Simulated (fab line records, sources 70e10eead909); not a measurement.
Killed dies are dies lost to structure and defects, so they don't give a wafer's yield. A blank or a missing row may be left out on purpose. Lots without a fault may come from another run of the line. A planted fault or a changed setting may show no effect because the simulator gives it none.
Which tool did it? | flow nand_harc | 11 lots, 33 wafers sampled, at 5 steps of a route of 1159

WHAT THE GAUGES READ, wafer by wafer
NHARC_END_SORT_01.
lot  | measured     | on        | killed_at_array
L195 | day 21 14:29 | prober-01 | 46 58 43
L196 | day 21 13:43 | prober-02 | 17 21 9
L198 | day 21 20:42 | prober-01 | 28 27 36

WHICH TOOL RAN EACH LOT (tool, then ch and the chambers of the sampled wafers, then the start)
lot  | NHARC_P_ZERO_WELL_DESCUM_39       | NHARC_P_STI_DESCUM_14             | NHARC_P_GATE_HM_OPEN_105           | NHARC_P_GATE_STRIP_108
L187 | rie_diel-07 ch 1,3, day 1 16:41   | rie_diel-03 ch 1,2, day 2 09:34   | rie_diel-11 ch 0,2, day 4 12:00    | rie_diel-11 ch 1,2,3, day 4 12:49
L188 | rie_diel-10 ch 1,2, day 1 22:24   | rie_diel-01 ch 1,3, day 2 21:04   | rie_diel-02 ch 1,2,3, day 5 02:00  | rie_diel-12 ch 0,2, day 5 02:45
L193 | rie_diel-10 ch 0,1,3, day 3 04:41 | rie_diel-06 ch 0,1,3, day 4 01:38 | rie_diel-12 ch 0,2,3, day 6 09:00  | rie_diel-02 ch 2,3, day 6 09:55
L195 | rie_diel-10 ch 0,2, day 3 16:25   | rie_diel-06 ch 0,2,3, day 4 13:34 | rie_diel-02 ch 1,3, day 6 20:00    | rie_diel-11 ch 0,2, day 6 20:44
L196 | rie_diel-07 ch 0,3, day 3 22:26   | rie_diel-03 ch 0,1,3, day 4 17:18 | rie_diel-11 ch 0,2,3, day 6 20:00  | rie_diel-11 ch 0,1,2, day 6 20:34
L197 | rie_diel-07 ch 0,1,2, day 4 04:17 | rie_diel-03 ch 1,2,3, day 5 05:04 | rie_diel-11 ch 0,1,2, day 8 06:00  | rie_diel-11 ch 0,1,3, day 8 06:43
L198 | rie_diel-10 ch 0,1,3, day 4 10:28 | rie_diel-01 ch 1,2,3, day 5 04:55 | rie_diel-12 ch 0,3, day 7 13:00    | rie_diel-12 ch 0,2,3, day 7 14:16
L203 | rie_diel-10 ch 0,1,2, day 5 16:13 | rie_diel-03 ch 1,2,3, day 6 12:05 | rie_diel-02 ch 0,1,3, day 9 02:00  | rie_diel-02 ch 0,2,3, day 9 02:48
L205 | rie_diel-10 ch 0,3, day 6 04:11   | rie_diel-03 ch 1,2, day 7 02:00   | rie_diel-11 ch 0,2,3, day 9 10:00  | rie_diel-02 ch 1,3, day 9 11:19
L208 | rie_diel-10 ch 0,1,2, day 6 22:13 | rie_diel-03 ch 1,2,3, day 7 18:46 | rie_diel-12 ch 0,1,2, day 10 02:00 | rie_diel-02 ch 0,1,2, day 10 03:02
L209 | rie_diel-07 ch 0,2,3, day 7 04:49 | rie_diel-06 ch 0,2,3, day 8 01:10 | rie_diel-02 ch 0,1,3, day 10 02:00 | rie_diel-02 ch 1,2,3, day 10 02:47
- NHARC_P_ZERO_WELL_DESCUM_39: chemistry O2, time 3 s.
- NHARC_P_STI_DESCUM_14: chemistry O2, time 3 s.
- NHARC_P_GATE_HM_OPEN_105: chemistry O2/COS, target depth 360 nm.
- NHARC_P_GATE_STRIP_108: strips in O2.

THE ANSWER, worked out from the rows above alone
Rule: what is usual is taken from the lots themselves. Put in order of their means at a reading, lots are off if they are a third of the lots or fewer, leave a main group of 4 or more, and stand apart from it by a gap of 3 or more times the standard deviation of the main group's means; of several such gaps the widest counts. A main group whose means are all the same, to the digits that the tables above print for the reading, isn't used. A lot without any number at a reading at which 4 lots or more have one is off too. The other lots that the step has rows for count as sound.
No lot is off at any reading shown: from this, nothing can be told.

WHAT THE SIMULATOR HAD PUT IN
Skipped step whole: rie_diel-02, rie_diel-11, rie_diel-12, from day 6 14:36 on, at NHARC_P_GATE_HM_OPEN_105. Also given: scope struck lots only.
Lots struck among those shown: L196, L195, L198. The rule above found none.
